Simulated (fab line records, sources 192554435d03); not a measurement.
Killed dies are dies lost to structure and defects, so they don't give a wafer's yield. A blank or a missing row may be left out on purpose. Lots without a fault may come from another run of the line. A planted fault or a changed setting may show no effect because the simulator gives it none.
A struck lot beside a sound one | flow n5_finfet | 15 steps out of a route of 1938
Sound: wafers L632.1, L632.4, L632.6. Struck: wafers L623.2, L623.5, L623.6. The cause comes at the end.
At each step with rows: each side's tool, then ch and its chambers, then its first start. Under that, the readings that differ: sound wafers | struck wafers | difference of the means | sigmas: that difference in standard deviations of wafers without a fault.
alike: readings whose means differ by less than 2 such deviations, and words and numbers that are the same on both sides. not compared: withheld readings, readings that some wafer has no value for, bounds like >300 that may hide the same value, and numbers for which the record gives no deviation and whose values overlap.
The two part at a step that has a row with sigmas, a row that says differs or no value, or rows on one side only. Numbers that don't overlap but have no deviation are shown without sigmas and don't part them. A reading that every wafer of one side lacks parts them only if that side has two wafers or more.

N5_MIM_BOT_LITHO_CD_MEAS_08: target cd 3000 nm.
  sound on cd_sem-02 ch 0, day 17 23:44; struck on cd_sem-01 ch 0, day 16 09:08
  alike: cd_nm
N5_MIM_BOT_LITHO_OVL_MEAS_11:
  sound on overlay-01 ch 0, day 17 23:46; struck on overlay-01 ch 0, day 16 09:10
  alike: MIM_BOT_OVL
N5_MIM_BOT_LITHO_INSPECT_12: inspects for defects (macro).
  sound on defect_inspect-01, day 17 23:47; struck on defect_inspect-02, day 16 09:11
  alike: raw_defect_count
N5_MIM_BOT_LITHO_DESCUM_10: chemistry O2, time 7.9 s.
  sound on rie_diel-01 ch 1,2,3, day 18 00:01; struck on rie_diel-06 ch 0,1,3, day 16 09:13
  alike: drypump_motor_current_A, oes_product_au, rf_vpp_V, showerhead_plenum_p_Torr, throttle_valve_pct
  not compared: rf_hours_counter_h
N5_MIM_BOT_ETCH_ETCH_04: etches SiNx in CF4/O2, target depth 26 nm, time 13 s.
  sound on rie_diel-01 ch 1,2,3, day 18 00:04; struck on rie_diel-06 ch 0,1,3, day 16 09:17
  alike: O2_flow_sccm, drypump_motor_current_A, oes_product_au, rf_vpp_V, showerhead_plenum_p_Torr, throttle_valve_pct
  not compared: rf_hours_counter_h
N5_MIM_BOT_ETCH_ETCH_03: etches the open film in Cl2/BCl3, target depth 12 nm.
  sound on rie_metal-02 ch 0,1, day 18 00:10; struck on rie_metal-03 ch 0,1, day 16 09:23
  alike: bcl3_flow_sccm, drypump_motor_current_A, oes_product_au, throttle_valve_pct
  not compared: rf_hours_counter_h
N5_MIM_BOT_ETCH_ETCH_00: etches TiN in Cl2/BCl3, target depth 45.5 nm.
  sound on rie_metal-02 ch 0,1, day 18 00:15; struck on rie_metal-03 ch 0,1, day 16 09:28
  alike: bcl3_flow_sccm, drypump_motor_current_A, oes_product_au, throttle_valve_pct
  not compared: rf_hours_counter_h
N5_MIM_BOT_ETCH_STRIP_01: strips in O2.
  sound on rie_diel-01 ch 0,1,2, day 18 00:23; struck on rie_diel-01 ch 0,1, day 16 09:37
  alike: drypump_motor_current_A, oes_product_au, rf_vpp_V, showerhead_plenum_p_Torr, throttle_valve_pct
  not compared: rf_hours_counter_h
then, 4 steps without rows for these wafers: N5_MIM_BOT_ETCH_STRIP_02 (strips in post etch residue remover, time 1200 s); N5_MIM_BOT_ETCH_CLEAN_05 (cleans in IPA, time 180 s); N5_MIM_BOT_ETCH_SRD_06 (time 30 s); N5_PASSIVATION_PECVD_55 (deposits SiO2 from SiH4/N2O, target thk 400 nm, time 22.5 s).
N5_PASSIVATION_PECVD_01: deposits SiNx from SiH4/NH3/N2, target thk 200 nm, time 43.2 s.
  sound on pecvd-01 ch 0,2, day 18 00:56; struck on pecvd-02 ch 0,1, day 16 10:08
  no value came back on the struck wafers for any of 6 readings (chamber_pressure_Torr (Torr), heater_power_outer_w (W) and others); on the sound wafers chamber_pressure_Torr (Torr) reads 4.913 4.905 4.910
then, 1 step without rows for these wafers: N5_PASSIVATION_HMDS_03 (time 60 s).
N5_PASSIVATION_PROBE_49:
  the record has rows for the sound wafers here (prober-01, day 18 08:22) and none for the struck ones

WHERE THEY PART
First at N5_PASSIVATION_PECVD_01; last, within this record, at N5_PASSIVATION_PROBE_49.

WHY: what the simulator had put in
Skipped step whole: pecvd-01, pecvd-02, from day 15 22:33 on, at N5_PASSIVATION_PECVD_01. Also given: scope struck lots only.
